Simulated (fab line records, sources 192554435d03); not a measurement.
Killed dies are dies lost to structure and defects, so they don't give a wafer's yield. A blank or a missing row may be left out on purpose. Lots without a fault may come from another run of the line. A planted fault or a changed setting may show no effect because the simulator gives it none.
Which tool did it? | flow n5_finfet | 11 lots, 32 wafers sampled, at 1 step of a route of 1938

WHAT THE GAUGES READ, wafer by wafer
N5_BEOL_M15_CD_MEAS_28: target cd 407.6 nm. Usual: cd_nm 408.0 nm, standard deviation 1.9.
lot  | measured     | on        | cd_nm (nm)        | flag
L270 | day 10 12:07 | cd_sem-02 | 405.3 407.5 406.4 |
L273 | day 11 10:57 | cd_sem-02 | 407.4 409.2 408.4 |
L274 | day 12 05:04 | cd_sem-01 | 409.1 410.6 408.5 |
L276 | day 12 22:14 | cd_sem-02 | 407.3 407.4 406.7 |
L278 | day 14 03:24 | cd_sem-02 | 409.7 408.5 407.6 |
L279 | day 14 05:18 | cd_sem-02 | 408.0 406.7 406.2 |
L280 | day 14 06:41 | cd_sem-01 | 411.2 410.4 411.7 |
L281 | day 14 09:51 | cd_sem-01 | 408.3 408.3 406.9 |
L284 | day 15 05:13 | cd_sem-01 | 410.0 410.4       |
L286 | day 15 23:34 | cd_sem-01 | 408.3 409.1 407.8 |
L290 | day 16 14:26 | cd_sem-01 | 409.9 408.6 410.1 |

WHICH TOOL RAN EACH LOT (tool, then ch and the chambers of the sampled wafers, then the start)
The record holds no process step before these readings.

WHAT THE TOOLS THEMSELVES READ (means of the sampled wafers that have a number; where no wafer has one, the mark that the record gives instead)
The record holds no such reading with a usual standard deviation.

THE ANSWER, worked out from the rows above alone
Rule: a lot is off if the mean of its wafers that have a number lies more than 3 standard deviations from the usual mean. A lot without any number at a reading at which 4 lots or more have one is off too. The other lots that the step has rows for count as sound. The gauges are gone through in route order, then the tools' own readings, and for those a lot's mean is taken as printed above. The first step at which some lot is off is used, and at that step the reading that is off furthest; a lot without a number counts as furthest.
No lot is off at any reading shown: from this, nothing can be told.

WHAT THE SIMULATOR HAD PUT IN
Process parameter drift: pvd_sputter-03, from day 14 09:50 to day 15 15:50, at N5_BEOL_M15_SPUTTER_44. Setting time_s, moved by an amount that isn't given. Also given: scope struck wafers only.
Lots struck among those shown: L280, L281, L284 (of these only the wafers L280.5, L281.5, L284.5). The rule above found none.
